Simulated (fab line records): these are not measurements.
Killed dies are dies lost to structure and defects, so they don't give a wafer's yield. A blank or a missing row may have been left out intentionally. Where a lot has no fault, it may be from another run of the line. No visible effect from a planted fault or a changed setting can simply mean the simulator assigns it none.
Which tool was responsible? || flow nandHarc || 14 lots with 42 wafers sampled at 4 steps, on a route of 1159 steps

== WHAT EACH GAUGE READ, for each wafer ==
The record lacks any reading of a measuring or inspecting step that a usual standard deviation could be used to judge.

== WHAT TOOL EACH LOT RAN ON (gives the tool, then ch and the chambers of the sampled wafers, and finally the start) ==
{"lot": "L697", "NHARC_P_M1_ETCH_35": "rieDiel-10 ch 0,2, day 6 12:14", "NHARC_P_M1_STRIP_18": "rieDiel-09 ch 0,1,2, day 6 12:33", "NHARC_P_M1_PRE_CLEAN_30": "pvdSputter-02, day 6 15:21 or earlier", "NHARC_P_M2_DEP_00": "pecvd-02 ch 1,2, day 6 15:21"}
{"lot": "L700", "NHARC_P_M1_ETCH_35": "rieDiel-09 ch 0,1,2, day 7 00:53", "NHARC_P_M1_STRIP_18": "rieDiel-10 ch 0,2,3, day 7 01:11", "NHARC_P_M1_PRE_CLEAN_30": "pvdSputter-02, day 7 03:57 or earlier", "NHARC_P_M2_DEP_00": "pecvd-04 ch 0,2, day 7 03:57"}
{"lot": "L699", "NHARC_P_M1_ETCH_35": "rieDiel-10 ch 1,2,3, day 7 01:38", "NHARC_P_M1_STRIP_18": "rieDiel-10 ch 1,2, day 7 01:55", "NHARC_P_M1_PRE_CLEAN_30": "pvdSputter-02, day 7 04:55 or earlier", "NHARC_P_M2_DEP_00": "pecvd-01 ch 0,2, day 7 04:55"}
{"lot": "L701", "NHARC_P_M1_ETCH_35": "rieDiel-10 ch 2,3, day 7 05:15", "NHARC_P_M1_STRIP_18": "rieDiel-10 ch 0,1, day 7 05:32", "NHARC_P_M1_PRE_CLEAN_30": "pvdSputter-01, day 7 09:14 or earlier", "NHARC_P_M2_DEP_00": "pecvd-01 ch 0,1,2, day 7 09:14"}
{"lot": "L702", "NHARC_P_M1_ETCH_35": "rieDiel-01 ch 0,1,3, day 7 10:22", "NHARC_P_M1_STRIP_18": "rieDiel-10 ch 2,3, day 7 10:39", "NHARC_P_M1_PRE_CLEAN_30": "pvdSputter-03, day 7 13:55 or earlier", "NHARC_P_M2_DEP_00": "pecvd-04 ch 0,1,2, day 7 13:55"}
{"lot": "L703", "NHARC_P_M1_ETCH_35": "rieDiel-01 ch 1,2, day 7 19:22", "NHARC_P_M1_STRIP_18": "rieDiel-10 ch 1,2, day 7 19:40", "NHARC_P_M1_PRE_CLEAN_30": "pvdSputter-02, day 7 22:52 or earlier", "NHARC_P_M2_DEP_00": "pecvd-01 ch 0,1,2, day 7 22:52"}
{"lot": "L711", "NHARC_P_M1_ETCH_35": "rieDiel-10 ch 0,1,2, day 9 18:54", "NHARC_P_M1_STRIP_18": "rieDiel-01 ch 0,1,2, day 9 19:14", "NHARC_P_M1_PRE_CLEAN_30": "pvdSputter-03, day 9 21:58 or earlier", "NHARC_P_M2_DEP_00": "pecvd-01 ch 1,2, day 9 21:58"}
{"lot": "L712", "NHARC_P_M1_ETCH_35": "rieDiel-01 ch 0,1,3, day 10 02:38", "NHARC_P_M1_STRIP_18": "rieDiel-09 ch 0,2,3, day 10 02:58", "NHARC_P_M1_PRE_CLEAN_30": "pvdSputter-03, day 10 05:42 or earlier", "NHARC_P_M2_DEP_00": "pecvd-01 ch 0,1, day 10 05:42"}
{"lot": "L715", "NHARC_P_M1_ETCH_35": "rieDiel-10 ch 0,2,3, day 10 17:54", "NHARC_P_M1_STRIP_18": "rieDiel-01 ch 1,2, day 10 18:11", "NHARC_P_M1_PRE_CLEAN_30": "pvdSputter-01, day 10 21:10 or earlier", "NHARC_P_M2_DEP_00": "pecvd-04 ch 0,1,2, day 10 21:10"}
{"lot": "L714", "NHARC_P_M1_ETCH_35": "rieDiel-09 ch 0,1,3, day 10 22:38", "NHARC_P_M1_STRIP_18": "rieDiel-10 ch 1,3, day 10 22:56", "NHARC_P_M1_PRE_CLEAN_30": "pvdSputter-03, day 11 01:41 or earlier", "NHARC_P_M2_DEP_00": "pecvd-04 ch 1,2, day 11 01:41"}
{"lot": "L716", "NHARC_P_M1_ETCH_35": "rieDiel-09 ch 1,2,3, day 10 23:05", "NHARC_P_M1_STRIP_18": "rieDiel-10 ch 0,2,3, day 10 23:23", "NHARC_P_M1_PRE_CLEAN_30": "pvdSputter-03, day 11 02:23 or earlier", "NHARC_P_M2_DEP_00": "pecvd-04 ch 1,2, day 11 02:23"}
{"lot": "L718", "NHARC_P_M1_ETCH_35": "rieDiel-01 ch 0,1,2, day 11 07:42", "NHARC_P_M1_STRIP_18": "rieDiel-09 ch 0,2,3, day 11 07:59", "NHARC_P_M1_PRE_CLEAN_30": "pvdSputter-02, day 11 11:02 or earlier", "NHARC_P_M2_DEP_00": "pecvd-01 ch 0,1, day 11 11:02"}
{"lot": "L717", "NHARC_P_M1_ETCH_35": "rieDiel-10 ch 0,1,2, day 11 07:44", "NHARC_P_M1_STRIP_18": "rieDiel-01 ch 2,3, day 11 08:02", "NHARC_P_M1_PRE_CLEAN_30": "pvdSputter-03, day 11 11:27 or earlier", "NHARC_P_M2_DEP_00": "pecvd-01 ch 0,1,2, day 11 11:27"}
{"lot": "L719", "NHARC_P_M1_ETCH_35": "rieDiel-01 ch 1,2,3, day 11 15:02", "NHARC_P_M1_STRIP_18": "rieDiel-10 ch 0,2,3, day 11 15:19", "NHARC_P_M1_PRE_CLEAN_30": "pvdSputter-03, day 11 18:06 or earlier", "NHARC_P_M2_DEP_00": "pecvd-01 ch 0,1,2, day 11 18:06"}
- NHARC_P_M1_ETCH_35: etches the open film in N2/H2, target depth 40 nm, overetch 12 nm, time 43.94 s.
- NHARC_P_M1_STRIP_18: strips in N2/H2.
- NHARC_P_M1_PRE_CLEAN_30: time 30 s.
- NHARC_P_M2_DEP_00: deposits SiOC, target thk 182.5 nm.

== WHAT THE TOOLS THEMSELVES READ (means of the sampled wafers that have a number; where no wafer has one, the mark that the record gives instead) ==
NHARC_P_M1_ETCH_35.
{"lot": "L697", "tool": "rieDiel-10", "chamberPressureMTorr (mTorr)": 30.025, "drypumpMotorCurrentA (A)": 5.8, "n2FlowSccm (sccm)": 150.5, "oesProductAu (a.u.)": 1.001, "rfVppV (V)": 431.0, "showerheadPlenumPTorr (Torr)": 2.03, "throttleValvePct (%)": 14.169}
{"lot": "L700", "tool": "rieDiel-09", "chamberPressureMTorr (mTorr)": 30.019, "drypumpMotorCurrentA (A)": 6.3, "n2FlowSccm (sccm)": 150.3, "oesProductAu (a.u.)": 1.003, "rfVppV (V)": 428.9, "showerheadPlenumPTorr (Torr)": 2.00, "throttleValvePct (%)": 14.170}
{"lot": "L699", "tool": "rieDiel-10", "chamberPressureMTorr (mTorr)": 30.007, "drypumpMotorCurrentA (A)": 6.0, "n2FlowSccm (sccm)": 150.1, "oesProductAu (a.u.)": 0.984, "rfVppV (V)": 431.3, "showerheadPlenumPTorr (Torr)": 2.02, "throttleValvePct (%)": 14.167}
{"lot": "L701", "tool": "rieDiel-10", "chamberPressureMTorr (mTorr)": 29.986, "drypumpMotorCurrentA (A)": 6.0, "n2FlowSccm (sccm)": 149.9, "oesProductAu (a.u.)": 0.992, "rfVppV (V)": 429.5, "showerheadPlenumPTorr (Torr)": 2.00, "throttleValvePct (%)": 14.171}
{"lot": "L702", "tool": "rieDiel-01", "chamberPressureMTorr (mTorr)": 30.004, "drypumpMotorCurrentA (A)": 5.8, "n2FlowSccm (sccm)": 149.8, "oesProductAu (a.u.)": 1.007, "rfVppV (V)": 430.6, "showerheadPlenumPTorr (Torr)": 2.06, "throttleValvePct (%)": 14.169}
{"lot": "L703", "tool": "rieDiel-01", "chamberPressureMTorr (mTorr)": 29.986, "drypumpMotorCurrentA (A)": 5.8, "n2FlowSccm (sccm)": 149.7, "oesProductAu (a.u.)": 1.001, "rfVppV (V)": 430.2, "showerheadPlenumPTorr (Torr)": 2.00, "throttleValvePct (%)": 14.176}
{"lot": "L711", "tool": "rieDiel-10", "chamberPressureMTorr (mTorr)": 30.010, "drypumpMotorCurrentA (A)": 5.7, "n2FlowSccm (sccm)": 149.9, "oesProductAu (a.u.)": 0.997, "rfVppV (V)": 430.9, "showerheadPlenumPTorr (Torr)": 2.05, "throttleValvePct (%)": 14.173}
{"lot": "L712", "tool": "rieDiel-01", "chamberPressureMTorr (mTorr)": 30.004, "drypumpMotorCurrentA (A)": 5.8, "n2FlowSccm (sccm)": 149.8, "oesProductAu (a.u.)": 0.997, "rfVppV (V)": 431.7, "showerheadPlenumPTorr (Torr)": 2.06, "throttleValvePct (%)": 14.171}
{"lot": "L715", "tool": "rieDiel-10", "chamberPressureMTorr (mTorr)": 29.993, "drypumpMotorCurrentA (A)": 5.8, "n2FlowSccm (sccm)": 149.9, "oesProductAu (a.u.)": 0.998, "rfVppV (V)": 430.6, "showerheadPlenumPTorr (Torr)": 2.05, "throttleValvePct (%)": 14.167}
{"lot": "L714", "tool": "rieDiel-09", "chamberPressureMTorr (mTorr)": 29.996, "drypumpMotorCurrentA (A)": 6.1, "n2FlowSccm (sccm)": 149.9, "oesProductAu (a.u.)": 0.991, "rfVppV (V)": 431.3, "showerheadPlenumPTorr (Torr)": 2.06, "throttleValvePct (%)": 14.177}
{"lot": "L716", "tool": "rieDiel-09", "chamberPressureMTorr (mTorr)": 30.002, "drypumpMotorCurrentA (A)": 6.0, "n2FlowSccm (sccm)": 149.8, "oesProductAu (a.u.)": 0.977, "rfVppV (V)": 431.0, "showerheadPlenumPTorr (Torr)": 2.05, "throttleValvePct (%)": 14.170}
{"lot": "L718", "tool": "rieDiel-01", "chamberPressureMTorr (mTorr)": 29.997, "drypumpMotorCurrentA (A)": 5.8, "n2FlowSccm (sccm)": 150.5, "oesProductAu (a.u.)": 0.998, "rfVppV (V)": 431.1, "showerheadPlenumPTorr (Torr)": 2.05, "throttleValvePct (%)": 14.171}
{"lot": "L717", "tool": "rieDiel-10", "chamberPressureMTorr (mTorr)": 29.989, "drypumpMotorCurrentA (A)": 5.7, "n2FlowSccm (sccm)": 149.9, "oesProductAu (a.u.)": 0.991, "rfVppV (V)": 430.8, "showerheadPlenumPTorr (Torr)": 2.05, "throttleValvePct (%)": 14.164}
{"lot": "L719", "tool": "rieDiel-01", "chamberPressureMTorr (mTorr)": 30.008, "drypumpMotorCurrentA (A)": 5.8, "n2FlowSccm (sccm)": 150.0, "oesProductAu (a.u.)": 0.984, "rfVppV (V)": 429.6, "showerheadPlenumPTorr (Torr)": 2.01, "throttleValvePct (%)": 14.165}

NHARC_P_M1_STRIP_18.
{"lot": "L697", "tool": "rieDiel-09", "chamberPressureMTorr (mTorr)": 30.006, "drypumpMotorCurrentA (A)": 6.3, "n2FlowSccm (sccm)": 150.1, "oesProductAu (a.u.)": 1.004, "rfVppV (V)": 90.9, "showerheadPlenumPTorr (Torr)": 2.00, "throttleValvePct (%)": 14.172}
{"lot": "L700", "tool": "rieDiel-10", "chamberPressureMTorr (mTorr)": 30.002, "drypumpMotorCurrentA (A)": 5.8, "n2FlowSccm (sccm)": 149.7, "oesProductAu (a.u.)": 0.993, "rfVppV (V)": 90.3, "showerheadPlenumPTorr (Torr)": 2.05, "throttleValvePct (%)": 14.171}
{"lot": "L699", "tool": "rieDiel-10", "chamberPressureMTorr (mTorr)": 29.982, "drypumpMotorCurrentA (A)": 5.9, "n2FlowSccm (sccm)": 150.2, "oesProductAu (a.u.)": 0.995, "rfVppV (V)": 90.2, "showerheadPlenumPTorr (Torr)": 2.02, "throttleValvePct (%)": 14.164}
{"lot": "L701", "tool": "rieDiel-10", "chamberPressureMTorr (mTorr)": 30.010, "drypumpMotorCurrentA (A)": 5.4, "n2FlowSccm (sccm)": 150.1, "oesProductAu (a.u.)": 0.998, "rfVppV (V)": 91.0, "showerheadPlenumPTorr (Torr)": 2.11, "throttleValvePct (%)": 14.175}
{"lot": "L702", "tool": "rieDiel-10", "chamberPressureMTorr (mTorr)": 29.980, "drypumpMotorCurrentA (A)": 6.1, "n2FlowSccm (sccm)": 150.1, "oesProductAu (a.u.)": 0.988, "rfVppV (V)": 90.8, "showerheadPlenumPTorr (Torr)": 2.00, "throttleValvePct (%)": 14.171}
{"lot": "L703", "tool": "rieDiel-10", "chamberPressureMTorr (mTorr)": 29.978, "drypumpMotorCurrentA (A)": 6.0, "n2FlowSccm (sccm)": 150.0, "oesProductAu (a.u.)": 0.985, "rfVppV (V)": 90.5, "showerheadPlenumPTorr (Torr)": 1.99, "throttleValvePct (%)": 14.164}
{"lot": "L711", "tool": "rieDiel-01", "chamberPressureMTorr (mTorr)": 29.986, "drypumpMotorCurrentA (A)": 5.8, "n2FlowSccm (sccm)": 149.8, "oesProductAu (a.u.)": 1.000, "rfVppV (V)": 90.5, "showerheadPlenumPTorr (Torr)": 2.05, "throttleValvePct (%)": 14.183}
{"lot": "L712", "tool": "rieDiel-09", "chamberPressureMTorr (mTorr)": 29.981, "drypumpMotorCurrentA (A)": 6.1, "n2FlowSccm (sccm)": 150.1, "oesProductAu (a.u.)": 0.994, "rfVppV (V)": 90.1, "showerheadPlenumPTorr (Torr)": 1.98, "throttleValvePct (%)": 14.171}
{"lot": "L715", "tool": "rieDiel-01", "chamberPressureMTorr (mTorr)": 29.986, "drypumpMotorCurrentA (A)": 5.9, "n2FlowSccm (sccm)": 149.9, "oesProductAu (a.u.)": 1.002, "rfVppV (V)": 90.9, "showerheadPlenumPTorr (Torr)": 2.01, "throttleValvePct (%)": 14.172}
{"lot": "L714", "tool": "rieDiel-10", "chamberPressureMTorr (mTorr)": 30.001, "drypumpMotorCurrentA (A)": 5.9, "n2FlowSccm (sccm)": 149.8, "oesProductAu (a.u.)": 1.002, "rfVppV (V)": 90.1, "showerheadPlenumPTorr (Torr)": 2.05, "throttleValvePct (%)": 14.165}
{"lot": "L716", "tool": "rieDiel-10", "chamberPressureMTorr (mTorr)": 30.015, "drypumpMotorCurrentA (A)": 5.8, "n2FlowSccm (sccm)": 149.8, "oesProductAu (a.u.)": 0.997, "rfVppV (V)": 91.7, "showerheadPlenumPTorr (Torr)": 2.05, "throttleValvePct (%)": 14.173}
{"lot": "L718", "tool": "rieDiel-09", "chamberPressureMTorr (mTorr)": 29.991, "drypumpMotorCurrentA (A)": 6.1, "n2FlowSccm (sccm)": 149.8, "oesProductAu (a.u.)": 1.001, "rfVppV (V)": 89.7, "showerheadPlenumPTorr (Torr)": 1.98, "throttleValvePct (%)": 14.174}
{"lot": "L717", "tool": "rieDiel-01", "chamberPressureMTorr (mTorr)": 30.000, "drypumpMotorCurrentA (A)": 5.8, "n2FlowSccm (sccm)": 150.1, "oesProductAu (a.u.)": 0.995, "rfVppV (V)": 90.1, "showerheadPlenumPTorr (Torr)": 2.02, "throttleValvePct (%)": 14.170}
{"lot": "L719", "tool": "rieDiel-10", "chamberPressureMTorr (mTorr)": 30.006, "drypumpMotorCurrentA (A)": 5.8, "n2FlowSccm (sccm)": 150.1, "oesProductAu (a.u.)": 1.003, "rfVppV (V)": 91.2, "showerheadPlenumPTorr (Torr)": 2.05, "throttleValvePct (%)": 14.171}

NHARC_P_M1_PRE_CLEAN_30.
{"lot": "L697", "tool": "pvdSputter-02", "heaterPowerW (W)": 393}
{"lot": "L700", "tool": "pvdSputter-02", "heaterPowerW (W)": 375}
{"lot": "L699", "tool": "pvdSputter-02", "heaterPowerW (W)": 377}
{"lot": "L701", "tool": "pvdSputter-01", "heaterPowerW (W)": 391}
{"lot": "L702", "tool": "pvdSputter-03", "heaterPowerW (W)": 379}
{"lot": "L703", "tool": "pvdSputter-02", "heaterPowerW (W)": 363}
{"lot": "L711", "tool": "pvdSputter-03", "heaterPowerW (W)": 405}
{"lot": "L712", "tool": "pvdSputter-03", "heaterPowerW (W)": 387}
{"lot": "L715", "tool": "pvdSputter-01", "heaterPowerW (W)": 343}
{"lot": "L714", "tool": "pvdSputter-03", "heaterPowerW (W)": 395}
{"lot": "L716", "tool": "pvdSputter-03", "heaterPowerW (W)": 377}
{"lot": "L718", "tool": "pvdSputter-02", "heaterPowerW (W)": 378}
{"lot": "L717", "tool": "pvdSputter-03", "heaterPowerW (W)": 372}
{"lot": "L719", "tool": "pvdSputter-03", "heaterPowerW (W)": 379}

NHARC_P_M2_DEP_00.
{"lot": "L697", "tool": "pecvd-02", "chamberPressureTorr (Torr)": 5.003, "rfFwdPowerW (W)": 597.9}
{"lot": "L700", "tool": "pecvd-04", "chamberPressureTorr (Torr)": 5.001, "rfFwdPowerW (W)": 597.4}
{"lot": "L699", "tool": "pecvd-01", "chamberPressureTorr (Torr)": 4.995, "rfFwdPowerW (W)": 601.2}
{"lot": "L701", "tool": "pecvd-01", "chamberPressureTorr (Torr)": 4.982, "rfFwdPowerW (W)": 600.0}
{"lot": "L702", "tool": "pecvd-04", "chamberPressureTorr (Torr)": 4.989, "rfFwdPowerW (W)": 599.1}
{"lot": "L703", "tool": "pecvd-01", "chamberPressureTorr (Torr)": 5.005, "rfFwdPowerW (W)": 598.4}
{"lot": "L711", "tool": "pecvd-01", "chamberPressureTorr (Torr)": "-", "rfFwdPowerW (W)": "-"}
{"lot": "L712", "tool": "pecvd-01", "chamberPressureTorr (Torr)": "-", "rfFwdPowerW (W)": "-"}
{"lot": "L715", "tool": "pecvd-04", "chamberPressureTorr (Torr)": 4.997, "rfFwdPowerW (W)": 599.1}
{"lot": "L714", "tool": "pecvd-04", "chamberPressureTorr (Torr)": 5.003, "rfFwdPowerW (W)": 599.0}
{"lot": "L716", "tool": "pecvd-04", "chamberPressureTorr (Torr)": 5.002, "rfFwdPowerW (W)": 599.9}
{"lot": "L718", "tool": "pecvd-01", "chamberPressureTorr (Torr)": 4.996, "rfFwdPowerW (W)": 599.8}
{"lot": "L717", "tool": "pecvd-01", "chamberPressureTorr (Torr)": 4.998, "rfFwdPowerW (W)": 598.8}
{"lot": "L719", "tool": "pecvd-01", "chamberPressureTorr (Torr)": 5.000, "rfFwdPowerW (W)": 597.6}

== THE ANSWER, worked out from the rows above alone ==
Rule: the usual values come from the lots themselves. The widest of any qualifying gaps counts: lots, ordered by their means at a reading, are off when they make up no more than a third of the lots, leave a main group of 4 or more, and stand apart from it by 3 or more times the standard deviation of that group's means. If all means in a main group match to the digits the tables above print for the reading, that group is not used. A lot without any number at a reading at which 4 lots or more have one is off too. All remaining lots with rows at the step are treated as sound. Order of review: gauges by route order, followed by the tools' own readings, for which a lot's mean as printed above is used. The first step at which some lot is off is used, and at that step the reading that is off furthest; a lot without a number counts as furthest.
Off at NHARC_P_M2_DEP_00 (chamberPressureTorr): L711, L712. Without a number there: L711, L712. For the main group the mean is 4.998 Torr and the standard deviation 0.0063.
If a tool, at that step or one of the process steps before it, ran each lot that is off and ran no sound lot following the first of them, it fits. Because NHARC_P_M1_PRE_CLEAN_30 lacks a start for some lots, the hours and order of its lots are taken from NHARC_P_M2_DEP_00. None of those tried fits.

== WHAT THE SIMULATOR HAD INSERTED ==
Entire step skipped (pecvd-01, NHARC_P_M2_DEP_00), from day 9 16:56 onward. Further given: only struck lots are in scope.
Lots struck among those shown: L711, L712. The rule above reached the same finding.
